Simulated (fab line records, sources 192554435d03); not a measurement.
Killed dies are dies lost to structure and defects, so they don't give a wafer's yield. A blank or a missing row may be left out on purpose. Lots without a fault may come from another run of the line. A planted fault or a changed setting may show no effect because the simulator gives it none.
Chamber matching | flow n5_finfet | N5_SD_EPI_N_ETCH_35 on rie_diel-04: 4 sister chambers
The step etches SOC in N2/H2, overetch 108 nm, time 486 s. 4 wafers are shown with their chamber, then 9 later ones without.

WAFERS WITH THEIR CHAMBER
wafer  | chamber | showerhead_plenum_p_Torr (Torr)
L089.1 | 0       | 2.72
L089.6 | 3       | 2.40
L090.4 | 1       | 2.60
L090.6 | 2       | 2.68

WAFERS WITHOUT THEIR CHAMBER
wafer  | showerhead_plenum_p_Torr (Torr)
L091.2 | 2.60
L091.3 | 2.40
L091.5 | 2.60
L092.1 | 2.71
L092.2 | 2.40
L092.5 | 2.40
L095.2 | 2.67
L095.5 | 2.67
L095.6 | 2.40

WHICH CHAMBER EACH WENT THROUGH
wafer  | from the rows above | in truth
L091.2 | 1                   | 1
L091.3 | 3                   | 3
L091.5 | 1                   | 1
L092.1 | 0                   | 0
L092.2 | 3                   | 3
L092.5 | 3                   | 3
L095.2 | 2                   | 2
L095.5 | 2                   | 2
L095.6 | 3                   | 3
Placed correctly: 9 of 9. Can't be placed from these rows: 0. Placed wrongly: 0.
How it was worked out, from the rows above alone: a wafer's distance from a chamber is the root of the sum, over the readings, of the square of ((its reading less the chamber's mean) divided by the reading's scatter). The wafer belongs to the nearest chamber; if the next one is less than 2 further off, it can't be placed. A chamber's mean is the mean of its shown wafers. The scatter: with one shown wafer a chamber, the root of the mean of the squares of how far each hidden wafer lies from its nearest shown one.
